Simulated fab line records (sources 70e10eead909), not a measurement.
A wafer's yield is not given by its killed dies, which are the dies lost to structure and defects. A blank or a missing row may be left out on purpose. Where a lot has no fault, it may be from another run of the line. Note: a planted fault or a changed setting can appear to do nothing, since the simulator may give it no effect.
Which tool is to blame? -- flow nand-harc -- Sampling: 15 lots, 45 wafers, 3 of 1302 route steps

== WHAT EACH GAUGE READ, for each wafer ==
NHARC_P_M2_THK_MEAS_24: measures by xrf.
lot,measured,on,thk-nm (nm)
L683,day 6 16:29,film-metro-01,140.2 145.6 146.0
L684,day 7 01:13,film-metro-02,142.3 142.3 140.4
L685,day 7 05:46,film-metro-01,144.1 143.1 144.1
L687,day 8 13:26,film-metro-02,141.1 146.4 143.2
L688,day 8 14:13,film-metro-02,143.3 145.4 143.1
L689,day 8 22:28,film-metro-01,139.1 141.9 143.4
L690,day 9 20:09,film-metro-01,141.0 146.2 144.8
L691,day 10 00:47,film-metro-01,141.8 145.9 145.0
L699,day 13 07:21,film-metro-02,145.2 145.1 144.0
L700,day 13 15:12,film-metro-01,143.7 141.9 143.1
L701,day 13 22:16,film-metro-01,147.2 143.2 143.7
L704,day 15 02:26,film-metro-01,141.7 141.7 144.3
L703,day 15 02:53,film-metro-01,146.4 146.1 145.8
L705,day 15 19:06,film-metro-02,143.3 142.8 143.8
L706,day 16 00:20,film-metro-02,147.1 145.1 143.3

NHARC_P_BONDPAD_CD_MEAS_13.
lot,measured,on,cd-nm (nm)
L683,day 6 19:01,cd-sem-03,495 499 503
L684,day 7 03:40,cd-sem-03,499 501 500
L685,day 7 08:08,cd-sem-03,501 498 498
L687,day 8 15:49,cd-sem-01,501 500 502
L688,day 8 16:45,cd-sem-02,496 504 498
L689,day 9 00:54,cd-sem-03,500 500 503
L690,day 9 22:37,cd-sem-02,500 499 499
L691,day 10 03:05,cd-sem-03,500 495 496
L699,day 13 09:49,cd-sem-02,504 502 495
L700,day 13 17:41,cd-sem-03,499 501 496
L701,day 14 00:37,cd-sem-02,498 499 499
L704,day 15 04:53,cd-sem-01,493 505 499
L703,day 15 05:21,cd-sem-01,498 497 500
L705,day 15 21:26,cd-sem-02,499 498 505
L706,day 16 02:40,cd-sem-03,497 498 500

== WHAT TOOL EACH LOT RAN ON (gives the tool, then ch and the chambers of the sampled wafers, and finally the start) ==
lot,NHARC_P_BONDPAD_DEVELOP_08
L683,"litho-track-02 ch 0, day 6 18:00"
L684,"litho-track-07 ch 0, day 7 03:00"
L685,"litho-track-03 ch 0, day 7 07:00"
L687,"litho-track-03 ch 0, day 8 15:00"
L688,"litho-track-07 ch 0, day 8 16:00"
L689,"litho-track-07, day 9 00:00"
L690,"litho-track-07, day 9 22:00"
L691,"litho-track-07, day 10 02:00"
L699,"litho-track-03 ch 0, day 13 09:00"
L700,"litho-track-02 ch 0, day 13 17:00"
L701,"litho-track-07 ch 0, day 14 00:00"
L704,"litho-track-02 ch 0, day 15 04:00"
L703,"litho-track-07 ch 0, day 15 04:00"
L705,"litho-track-03 ch 0, day 15 20:00"
L706,"litho-track-02 ch 0, day 16 02:00"
- NHARC_P_BONDPAD_DEVELOP_08: time 50 s.

== WHAT THE TOOLS THEMSELVES READ (means of the sampled wafers that have a number; where no wafer has one, the mark that the record gives instead) ==
NHARC_P_BONDPAD_DEVELOP_08.
lot,tool,chill-plate-temp-C (C),developer-temp-C (C)
L683,litho-track-02,22.92,22.02
L684,litho-track-07,23.02,22.08
L685,litho-track-03,23.04,21.94
L687,litho-track-03,23.07,21.93
L688,litho-track-07,23.19,22.15
L689,litho-track-07,-,-
L690,litho-track-07,-,-
L691,litho-track-07,-,-
L699,litho-track-03,23.05,21.85
L700,litho-track-02,23.14,22.03
L701,litho-track-07,23.04,22.00
L704,litho-track-02,23.09,22.09
L703,litho-track-07,22.93,22.03
L705,litho-track-03,23.03,22.07
L706,litho-track-02,22.88,22.04

== THE ANSWER, worked out from the rows above alone ==
Rule: what is usual is taken from the lots themselves. The widest of any qualifying gaps counts: lots, ordered by their means at a reading, are off when they make up no more than a third of the lots, leave a main group of 4 or more, and stand apart from it by 3 or more times the standard deviation of that group's means. If all means in a main group match to the digits the tables above print for the reading, that group is not used. Also off: a lot with no number at a reading for which 4 or more lots have one. The other lots that the step has rows for count as sound. After the gauges, taken in route order, come the tools' own readings; for these a lot's mean is taken, as printed above. The first step at which some lot is off is used, and at that step the reading that is off furthest; a lot without a number counts as furthest.
Off: L689, L690, L691, at NHARC_P_BONDPAD_DEVELOP_08 (chill-plate-temp-C). Without a number there: L689, L690, L691. Main group: mean 23.03 C, sd 0.086.
A tool fits if, at that step or a process step before it, it ran every lot that is off, and no sound lot after the first of them. Of those tried, none fits.

== WHAT THE SIMULATOR HAD INSERTED ==
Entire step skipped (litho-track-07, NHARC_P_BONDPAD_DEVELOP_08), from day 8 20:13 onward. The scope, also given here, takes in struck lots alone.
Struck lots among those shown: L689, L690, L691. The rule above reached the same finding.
